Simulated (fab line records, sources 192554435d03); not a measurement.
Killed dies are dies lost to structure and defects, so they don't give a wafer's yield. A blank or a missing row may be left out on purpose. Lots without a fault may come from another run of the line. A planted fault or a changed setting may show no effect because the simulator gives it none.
Which tool did it? | flow n5_finfet | 20 lots, 60 wafers sampled, at 6 steps of a route of 1938

WHAT THE GAUGES READ, wafer by wafer
The record holds no reading of a measuring or inspecting step that can be judged against a usual standard deviation.

WHICH TOOL RAN EACH LOT (tool, then ch and the chambers of the sampled wafers, then the start)
lot  | N5_BEOL_M0_SAQP_ETCH_107           | N5_BEOL_M0_SAQP_ETCH_88            | N5_BEOL_M0_SAQP_ETCH_73            | N5_BEOL_M0_CUTY_ETCH_63            | N5_BEOL_M0_ETCH_128                | N5_BEOL_M0_SPUTTER_141
L074 | rie_diel-03 ch 0,1,3, day 5 14:17  | rie_diel-02 ch 2,3, day 5 15:52    | rie_diel-02 ch 2,3, day 5 15:53    | rie_diel-06 ch 1,2,3, day 5 17:22  | rie_diel-04 ch 2,3, day 5 17:55    | pvd_sputter-01, day 5 20:59
L075 | rie_diel-01 ch 1,2,3, day 5 19:47  | rie_diel-03 ch 1,2, day 5 21:15    | rie_diel-03 ch 1,2, day 5 21:16    | rie_diel-06 ch 1,2, day 5 22:48    | rie_diel-06 ch 1,3, day 6 01:14    | pvd_sputter-01, day 6 03:05
L078 | rie_diel-02 ch 1,2, day 6 16:04    | rie_diel-02 ch 1,2,3, day 6 18:26  | rie_diel-02 ch 1,2,3, day 6 18:27  | rie_diel-06 ch 1,2, day 6 19:57    | rie_diel-04 ch 0,1,3, day 6 20:54  | pvd_sputter-02, day 6 23:18
L081 | rie_diel-01 ch 0,2,3, day 7 10:11  | rie_diel-02 ch 0,3, day 7 13:17    | rie_diel-02 ch 0,3, day 7 13:19    | rie_diel-04 ch 0,1,2, day 7 14:52  | rie_diel-06 ch 1,2,3, day 7 17:56  | pvd_sputter-01, day 7 20:38
L082 | rie_diel-01 ch 1,3, day 7 17:34    | rie_diel-02 ch 0,1,2, day 7 19:08  | rie_diel-02 ch 0,1,2, day 7 19:10  | rie_diel-06 ch 0,2,3, day 7 20:32  | rie_diel-05 ch 0,2, day 7 21:16    | pvd_sputter-03, day 8 00:40
L083 | rie_diel-03 ch 0,1,3, day 7 21:14  | rie_diel-03 ch 0,3, day 7 22:52    | rie_diel-03 ch 0,3, day 7 22:53    | rie_diel-04 ch 0,3, day 8 00:15    | rie_diel-05 ch 0,1, day 8 05:28    | pvd_sputter-03, day 8 07:17
L084 | rie_diel-03 ch 0,1,3, day 8 00:17  | rie_diel-01 ch 0,2,3, day 8 01:53  | rie_diel-01 ch 0,2,3, day 8 01:54  | rie_diel-05 ch 0,2, day 8 03:23    | rie_diel-04 ch 1,2,3, day 8 05:31  | pvd_sputter-03, day 8 07:46
L085 | rie_diel-03 ch 1,3, day 8 14:39    | rie_diel-01 ch 0,1,3, day 8 16:29  | rie_diel-01 ch 0,1,3, day 8 16:31  | rie_diel-05 ch 0,2, day 8 19:35    | rie_diel-05 ch 0,2, day 8 22:41    | pvd_sputter-03, day 9 00:56
L086 | rie_diel-02 ch 1,2,3, day 8 16:22  | rie_diel-02 ch 0,1,3, day 8 20:07  | rie_diel-02 ch 0,1,3, day 8 20:08  | rie_diel-05 ch 0,2, day 8 21:35    | rie_diel-06 ch 0,2,3, day 8 22:38  | pvd_sputter-03, day 9 00:25
L087 | rie_diel-01 ch 1,2,3, day 8 21:23  | rie_diel-02 ch 0,2, day 8 22:50    | rie_diel-02 ch 0,2, day 8 22:51    | rie_diel-06 ch 1,3, day 9 02:09    | rie_diel-05 ch 0,1, day 9 03:17    | pvd_sputter-03, day 9 05:04
L088 | rie_diel-02 ch 0,2,3, day 9 03:06  | rie_diel-02 ch 0,2, day 9 04:34    | rie_diel-02 ch 0,2, day 9 04:34    | rie_diel-04 ch 0,3, day 9 05:59    | rie_diel-05 ch 1,2,3, day 9 07:09  | pvd_sputter-01, day 9 12:16
L089 | rie_diel-01 ch 0,2,3, day 9 10:25  | rie_diel-02 ch 0,1,2, day 9 11:52  | rie_diel-02 ch 0,1,2, day 9 11:53  | rie_diel-05 ch 2,3, day 9 13:29    | rie_diel-06 ch 1,2,3, day 9 14:02  | pvd_sputter-02, day 9 16:09
L090 | rie_diel-03 ch 0,2, day 9 16:29    | rie_diel-03 ch 1,2, day 9 17:57    | rie_diel-03 ch 1,2, day 9 17:58    | rie_diel-06 ch 2,3, day 9 19:32    | rie_diel-06 ch 1,2, day 9 22:25    | pvd_sputter-01, day 10 00:11
L091 | rie_diel-01 ch 0,3, day 9 20:14    | rie_diel-01 ch 1,2, day 9 22:33    | rie_diel-01 ch 1,2, day 9 22:34    | rie_diel-06 ch 1,2, day 10 00:11   | rie_diel-05 ch 1,2, day 10 00:54   | pvd_sputter-02, day 10 03:48
L092 | rie_diel-03 ch 0,1,2, day 10 04:06 | rie_diel-01 ch 0,1,2, day 10 05:54 | rie_diel-01 ch 0,1,2, day 10 05:55 | rie_diel-04 ch 1,2,3, day 10 07:20 | rie_diel-05 ch 1,2, day 10 12:07   | pvd_sputter-03, day 10 14:13
L093 | rie_diel-02 ch 0,2, day 10 08:08   | rie_diel-01 ch 0,1, day 10 09:43   | rie_diel-01 ch 0,1, day 10 09:44   | rie_diel-04 ch 0,1,3, day 10 11:16 | rie_diel-04 ch 0,3, day 10 13:41   | pvd_sputter-01, day 10 16:19
L094 | rie_diel-02 ch 2,3, day 10 15:46   | rie_diel-02 ch 0,2,3, day 10 17:13 | rie_diel-02 ch 0,2,3, day 10 17:14 | rie_diel-06 ch 0,2, day 10 19:22   | rie_diel-05 ch 0,1, day 10 20:12   | pvd_sputter-01, day 10 22:17
L095 | rie_diel-02 ch 0,1,2, day 10 22:10 | rie_diel-02 ch 0,1,2, day 11 01:48 | rie_diel-02 ch 0,1,2, day 11 01:49 | rie_diel-06 ch 0,2,3, day 11 03:28 | rie_diel-06 ch 0,1,2, day 11 07:15 | pvd_sputter-02, day 11 10:14
L096 | rie_diel-03 ch 0,3, day 11 06:41   | rie_diel-03 ch 0,1, day 11 08:28   | rie_diel-03 ch 0,1, day 11 08:29   | rie_diel-05 ch 0,2,3, day 11 09:47 | rie_diel-05 ch 0,2,3, day 11 12:16 | pvd_sputter-03, day 11 14:08
L097 | rie_diel-03 ch 0,1,3, day 11 14:34 | rie_diel-03 ch 0,1,3, day 11 16:02 | rie_diel-03 ch 0,1,3, day 11 16:03 | rie_diel-04 ch 2,3, day 11 17:44   | rie_diel-04 ch 1,2, day 11 21:46   | pvd_sputter-01, day 11 23:42
- N5_BEOL_M0_SAQP_ETCH_107: etches SiNx in CH3F/O2, target depth 30 nm.
- N5_BEOL_M0_SAQP_ETCH_88: etches underlayer in N2/H2, target depth 6.5 nm, time 5.2 s.
- N5_BEOL_M0_SAQP_ETCH_73: etches SiARC in CF4, target depth 19.5 nm, time 32.5 s.
- N5_BEOL_M0_CUTY_ETCH_63: etches SOC in N2/H2, target depth 82.7 nm, overetch 16.5 nm, time 124 s.
- N5_BEOL_M0_ETCH_128: etches SiCN in CF4/N2, target depth 12 nm, overetch 5.1 nm, time 21.4 s.
- N5_BEOL_M0_SPUTTER_141: material Cu, target thk 4 nm, time 7.37 s.

WHAT THE TOOLS THEMSELVES READ (means of the sampled wafers that have a number; where no wafer has one, the mark that the record gives instead)
N5_BEOL_M0_SAQP_ETCH_107. Usual: drypump_motor_current_A 5.7 A, standard deviation 0.46; oes_product_au 0.75 a.u., standard deviation 0.056; rf_vpp_V 298 V, standard deviation 11; showerhead_plenum_p_Torr 1.99 Torr, standard deviation 0.077; throttle_valve_pct 16.51 %, standard deviation 0.25.
lot  | tool        | drypump_motor_current_A (A) | oes_product_au (a.u.) | rf_vpp_V (V) | showerhead_plenum_p_Torr (Torr) | throttle_valve_pct (%) | flag
L074 | rie_diel-03 | 5.5                         | 0.75                  | 295          | 1.98                            | 16.60                  |
L075 | rie_diel-01 | 6.3                         | 0.73                  | 304          | 1.99                            | 16.51                  |
L078 | rie_diel-02 | 5.8                         | 0.74                  | 301          | 1.92                            | 16.33                  |
L081 | rie_diel-01 | 5.9                         | 0.79                  | 312          | 2.04                            | 16.50                  |
L082 | rie_diel-01 | 6.6                         | 0.72                  | 306          | 2.03                            | 16.47                  |
L083 | rie_diel-03 | 5.4                         | 0.74                  | 295          | 1.98                            | 16.63                  |
L084 | rie_diel-03 | 5.5                         | 0.74                  | 296          | 1.98                            | 16.62                  |
L085 | rie_diel-03 | 5.5                         | 0.74                  | 297          | 1.93                            | 16.54                  |
L086 | rie_diel-02 | 5.8                         | 0.78                  | 296          | 2.00                            | 16.29                  |
L087 | rie_diel-01 | 6.3                         | 0.71                  | 304          | 1.99                            | 16.55                  |
L088 | rie_diel-02 | 5.4                         | 0.80                  | 298          | 1.99                            | 16.24                  |
L089 | rie_diel-01 | 6.0                         | 0.77                  | 311          | 2.03                            | 16.53                  |
L090 | rie_diel-03 | 5.5                         | 0.70                  | 289          | 2.06                            | 16.83                  |
L091 | rie_diel-01 | 6.3                         | 0.78                  | 313          | 2.07                            | 16.47                  |
L092 | rie_diel-03 | 5.6                         | 0.72                  | 291          | 2.01                            | 16.72                  |
L093 | rie_diel-02 | 5.4                         | 0.75                  | 303          | 1.90                            | 16.32                  |
L094 | rie_diel-02 | 5.5                         | 0.81                  | 293          | 2.05                            | 16.23                  |
L095 | rie_diel-02 | 5.7                         | 0.76                  | 300          | 1.94                            | 16.35                  |
L096 | rie_diel-03 | 5.3                         | 0.72                  | 298          | 1.99                            | 16.64                  |
L097 | rie_diel-03 | 5.4                         | 0.72                  | 295          | 1.97                            | 16.68                  |

N5_BEOL_M0_SAQP_ETCH_88. Usual: drypump_motor_current_A 5.7 A, standard deviation 0.44; etch_rf_on_time_s 5.21 s, standard deviation 0.12; oes_product_au 0.66 a.u., standard deviation 0.062; rf_vpp_V 523.6 V, standard deviation 2.8; showerhead_plenum_p_Torr 2.53 Torr, standard deviation 0.091; throttle_valve_pct 17.84 %, standard deviation 0.28.
lot  | tool        | drypump_motor_current_A (A) | etch_rf_on_time_s (s) | oes_product_au (a.u.) | rf_vpp_V (V) | showerhead_plenum_p_Torr (Torr) | throttle_valve_pct (%) | flag
L074 | rie_diel-02 | 5.5                         | 5.22                  | 0.72                  | 525.0        | 2.59                            | 17.54                  |
L075 | rie_diel-03 | 5.4                         | 5.10                  | 0.63                  | 524.4        | 2.55                            | 18.03                  |
L078 | rie_diel-02 | 5.8                         | 5.23                  | 0.67                  | 523.4        | 2.54                            | 17.71                  |
L081 | rie_diel-02 | 5.3                         | 5.44                  | 0.73                  | 525.2        | 2.55                            | 17.62                  |
L082 | rie_diel-02 | 5.7                         | 5.26                  | 0.65                  | 521.5        | 2.48                            | 17.82                  |
L083 | rie_diel-03 | 5.5                         | 5.16                  | 0.63                  | 525.5        | 2.59                            | 18.22                  |
L084 | rie_diel-01 | 5.9                         | 5.18                  | 0.67                  | 525.3        | 2.57                            | 17.95                  |
L085 | rie_diel-01 | 6.2                         | 5.19                  | 0.65                  | 523.6        | 2.54                            | 17.75                  |
L086 | rie_diel-02 | 5.7                         | 5.25                  | 0.69                  | 524.0        | 2.56                            | 17.69                  |
L087 | rie_diel-02 | 5.5                         | 5.32                  | 0.64                  | 520.8        | 2.43                            | 17.82                  |
L088 | rie_diel-02 | 5.5                         | 5.28                  | 0.64                  | 521.6        | 2.43                            | 17.83                  |
L089 | rie_diel-02 | 5.7                         | 5.31                  | 0.63                  | 521.5        | 2.47                            | 17.85                  |
L090 | rie_diel-03 | 5.5                         | 5.14                  | 0.61                  | 524.1        | 2.54                            | 18.07                  |
L091 | rie_diel-01 | 6.3                         | 5.13                  | 0.59                  | 521.8        | 2.42                            | 17.80                  |
L092 | rie_diel-01 | 5.9                         | 5.13                  | 0.64                  | 522.1        | 2.48                            | 17.76                  |
L093 | rie_diel-01 | 5.9                         | 5.21                  | 0.68                  | 524.3        | 2.51                            | 17.51                  |
L094 | rie_diel-02 | 5.5                         | 5.34                  | 0.68                  | 522.7        | 2.51                            | 17.70                  |
L095 | rie_diel-02 | 5.7                         | 5.27                  | 0.64                  | 521.5        | 2.47                            | 17.87                  |
L096 | rie_diel-03 | 5.7                         | 5.10                  | 0.62                  | 521.7        | 2.49                            | 18.30                  |
L097 | rie_diel-03 | 5.5                         | 5.15                  | 0.62                  | 522.4        | 2.52                            | 18.25                  |

N5_BEOL_M0_SAQP_ETCH_73. Usual: drypump_motor_current_A 5.7 A, standard deviation 0.44; etch_rf_on_time_s 32.5 s, standard deviation 0.77; oes_product_au 0.66 a.u., standard deviation 0.06; rf_vpp_V 183.8 V, standard deviation 1.3; showerhead_plenum_p_Torr 2.13 Torr, standard deviation 0.075; throttle_valve_pct 15.61 %, standard deviation 0.25.
lot  | tool        | drypump_motor_current_A (A) | etch_rf_on_time_s (s) | oes_product_au (a.u.) | rf_vpp_V (V) | showerhead_plenum_p_Torr (Torr) | throttle_valve_pct (%) | flag
L074 | rie_diel-02 | 5.5                         | 32.8                  | 0.73                  | 185.3        | 2.19                            | 15.36                  |
L075 | rie_diel-03 | 5.4                         | 31.8                  | 0.63                  | 184.0        | 2.16                            | 15.82                  |
L078 | rie_diel-02 | 5.8                         | 32.4                  | 0.67                  | 184.1        | 2.14                            | 15.48                  |
L081 | rie_diel-02 | 5.3                         | 33.4                  | 0.74                  | 184.5        | 2.16                            | 15.42                  |
L082 | rie_diel-02 | 5.7                         | 32.7                  | 0.66                  | 183.3        | 2.09                            | 15.56                  |
L083 | rie_diel-03 | 5.4                         | 31.7                  | 0.63                  | 185.0        | 2.17                            | 15.95                  |
L084 | rie_diel-01 | 6.0                         | 32.4                  | 0.67                  | 184.8        | 2.17                            | 15.73                  |
L085 | rie_diel-01 | 6.3                         | 32.6                  | 0.66                  | 184.8        | 2.15                            | 15.54                  |
L086 | rie_diel-02 | 5.7                         | 33.3                  | 0.69                  | 184.4        | 2.16                            | 15.45                  |
L087 | rie_diel-02 | 5.5                         | 33.4                  | 0.64                  | 182.1        | 2.06                            | 15.61                  |
L088 | rie_diel-02 | 5.5                         | 33.2                  | 0.64                  | 183.4        | 2.06                            | 15.62                  |
L089 | rie_diel-02 | 5.7                         | 33.1                  | 0.64                  | 183.3        | 2.09                            | 15.59                  |
L090 | rie_diel-03 | 5.4                         | 32.1                  | 0.60                  | 183.9        | 2.15                            | 15.87                  |
L091 | rie_diel-01 | 6.3                         | 31.9                  | 0.60                  | 182.6        | 2.07                            | 15.70                  |
L092 | rie_diel-01 | 6.0                         | 31.8                  | 0.64                  | 182.8        | 2.11                            | 15.66                  |
L093 | rie_diel-01 | 5.9                         | 32.5                  | 0.68                  | 183.6        | 2.13                            | 15.41                  |
L094 | rie_diel-02 | 5.4                         | 33.2                  | 0.68                  | 183.5        | 2.13                            | 15.51                  |
L095 | rie_diel-02 | 5.7                         | 32.9                  | 0.64                  | 183.1        | 2.08                            | 15.60                  |
L096 | rie_diel-03 | 5.7                         | 32.0                  | 0.62                  | 183.3        | 2.09                            | 15.92                  |
L097 | rie_diel-03 | 5.4                         | 31.8                  | 0.62                  | 183.7        | 2.11                            | 15.94                  |

N5_BEOL_M0_CUTY_ETCH_63. Usual: drypump_motor_current_A 5.7 A, standard deviation 0.44; oes_product_au 0.63 a.u., standard deviation 0.076; rf_vpp_V 522.6 V, standard deviation 2.4; showerhead_plenum_p_Torr 2.50 Torr, standard deviation 0.089; throttle_valve_pct 17.81 %, standard deviation 0.29.
lot  | tool        | drypump_motor_current_A (A) | oes_product_au (a.u.) | rf_vpp_V (V) | showerhead_plenum_p_Torr (Torr) | throttle_valve_pct (%) | flag
L074 | rie_diel-06 | 6.0                         | 0.64                  | 522.1        | 2.48                            | 17.96                  |
L075 | rie_diel-06 | 5.8                         | 0.58                  | 523.0        | 2.49                            | 18.12                  |
L078 | rie_diel-06 | 5.7                         | 0.59                  | 521.1        | 2.47                            | 18.13                  |
L081 | rie_diel-04 | 5.5                         | 0.59                  | 522.0        | 2.50                            | 17.79                  |
L082 | rie_diel-06 | 6.2                         | 0.63                  | 522.4        | 2.47                            | 17.95                  |
L083 | rie_diel-04 | 5.4                         | 0.68                  | 521.3        | 2.46                            | 17.49                  |
L084 | rie_diel-05 | 5.5                         | 0.57                  | 521.7        | 2.47                            | 17.81                  |
L085 | rie_diel-05 | 5.5                         | 0.56                  | 521.5        | 2.46                            | 17.82                  |
L086 | rie_diel-05 | 5.5                         | 0.57                  | 521.7        | 2.46                            | 17.83                  |
L087 | rie_diel-06 | 6.2                         | 0.61                  | 522.5        | 2.49                            | 18.03                  |
L088 | rie_diel-04 | 5.4                         | 0.66                  | 521.4        | 2.45                            | 17.50                  |
L089 | rie_diel-05 | 5.4                         | 0.56                  | 523.4        | 2.56                            | 18.16                  |
L090 | rie_diel-06 | 6.2                         | 0.65                  | 520.6        | 2.46                            | 17.89                  |
L091 | rie_diel-06 | 5.7                         | 0.57                  | 521.3        | 2.45                            | 18.18                  |
L092 | rie_diel-04 | 5.4                         | 0.62                  | 523.5        | 2.51                            | 17.62                  |
L093 | rie_diel-04 | 5.4                         | 0.69                  | 524.8        | 2.54                            | 17.45                  |
L094 | rie_diel-06 | 5.9                         | 0.64                  | 521.6        | 2.45                            | 17.98                  |
L095 | rie_diel-06 | 6.2                         | 0.68                  | 521.3        | 2.46                            | 17.83                  |
L096 | rie_diel-05 | 5.5                         | 0.70                  | 525.1        | 2.61                            | 17.72                  |
L097 | rie_diel-04 | 5.6                         | 0.62                  | 524.3        | 2.58                            | 17.86                  |

N5_BEOL_M0_ETCH_128. Usual: drypump_motor_current_A 5.7 A, standard deviation 0.42; oes_product_au 0.53 a.u., standard deviation 0.066; rf_vpp_V 381.5 V, standard deviation 2; showerhead_plenum_p_Torr 2.18 Torr, standard deviation 0.08; throttle_valve_pct 15.40 %, standard deviation 0.26.
lot  | tool        | drypump_motor_current_A (A) | oes_product_au (a.u.) | rf_vpp_V (V) | showerhead_plenum_p_Torr (Torr) | throttle_valve_pct (%) | flag
L074 | rie_diel-04 | 5.5                         | 0.60                  | 382.7        | 2.21                            | 15.15                  |
L075 | rie_diel-06 | 6.3                         | 0.58                  | 381.7        | 2.15                            | 15.35                  |
L078 | rie_diel-04 | 5.4                         | 0.55                  | 380.3        | 2.12                            | 15.17                  |
L081 | rie_diel-06 | 6.0                         | 0.52                  | 380.5        | 2.13                            | 15.50                  |
L082 | rie_diel-05 | 5.3                         | 0.49                  | 382.4        | 2.23                            | 15.50                  |
L083 | rie_diel-05 | 5.9                         | 0.54                  | 379.7        | 2.14                            | 15.28                  |
L084 | rie_diel-04 | 5.5                         | 0.55                  | 382.4        | 2.18                            | 15.25                  |
L085 | rie_diel-05 | 5.5                         | 0.47                  | 380.1        | 2.15                            | 15.61                  |
L086 | rie_diel-06 | 6.2                         | 0.53                  | 380.4        | 2.13                            | 15.52                  |
L087 | rie_diel-05 | 5.8                         | 0.51                  | 379.4        | 2.11                            | 15.49                  |
L088 | rie_diel-05 | 5.6                         | 0.51                  | 381.3        | 2.21                            | 15.44                  |
L089 | rie_diel-06 | 6.0                         | 0.52                  | 380.3        | 2.13                            | 15.52                  |
L090 | rie_diel-06 | 5.6                         | 0.48                  | 380.7        | 2.11                            | 15.65                  |
L091 | rie_diel-05 | 5.7                         | 0.54                  | 382.0        | 2.20                            | 15.24                  |
L092 | rie_diel-05 | 5.4                         | 0.52                  | 383.1        | 2.25                            | 15.37                  |
L093 | rie_diel-04 | 5.5                         | 0.65                  | 384.6        | 2.29                            | 14.99                  |
L094 | rie_diel-05 | 5.8                         | 0.62                  | 384.2        | 2.28                            | 15.15                  |
L095 | rie_diel-06 | 6.0                         | 0.61                  | 381.0        | 2.14                            | 15.40                  |
L096 | rie_diel-05 | 5.5                         | 0.59                  | 383.1        | 2.27                            | 15.32                  |
L097 | rie_diel-04 | 5.4                         | 0.49                  | 381.4        | 2.16                            | 15.38                  |

N5_BEOL_M0_SPUTTER_141. Usual: throttle_valve_pct 29.8 %, standard deviation 0.94.
lot  | tool           | throttle_valve_pct (%) | flag
L074 | pvd_sputter-01 | 29.2                   |
L075 | pvd_sputter-01 | 29.6                   |
L078 | pvd_sputter-02 | 29.6                   |
L081 | pvd_sputter-01 | 29.7                   |
L082 | pvd_sputter-03 | 30.7                   |
L083 | pvd_sputter-03 | 29.9                   |
L084 | pvd_sputter-03 | 30.5                   |
L085 | pvd_sputter-03 | 30.3                   |
L086 | pvd_sputter-03 | 30.6                   |
L087 | pvd_sputter-03 | 29.8                   |
L088 | pvd_sputter-01 | 29.9                   |
L089 | pvd_sputter-02 | 29.6                   |
L090 | pvd_sputter-01 | 29.6                   |
L091 | pvd_sputter-02 | 28.8                   |
L092 | pvd_sputter-03 | 30.0                   |
L093 | pvd_sputter-01 | 29.5                   |
L094 | pvd_sputter-01 | 30.0                   |
L095 | pvd_sputter-02 | 29.8                   |
L096 | pvd_sputter-03 | 30.5                   |
L097 | pvd_sputter-01 | 29.6                   |

THE ANSWER, worked out from the rows above alone
Rule: a lot is off if the mean of its wafers that have a number lies more than 3 standard deviations from the usual mean. A lot without any number at a reading at which 4 lots or more have one is off too. The other lots that the step has rows for count as sound. The gauges are gone through in route order, then the tools' own readings, and for those a lot's mean is taken as printed above. The first step at which some lot is off is used, and at that step the reading that is off furthest; a lot without a number counts as furthest.
No lot is off at any reading shown: from this, nothing can be told.

WHAT THE SIMULATOR HAD PUT IN
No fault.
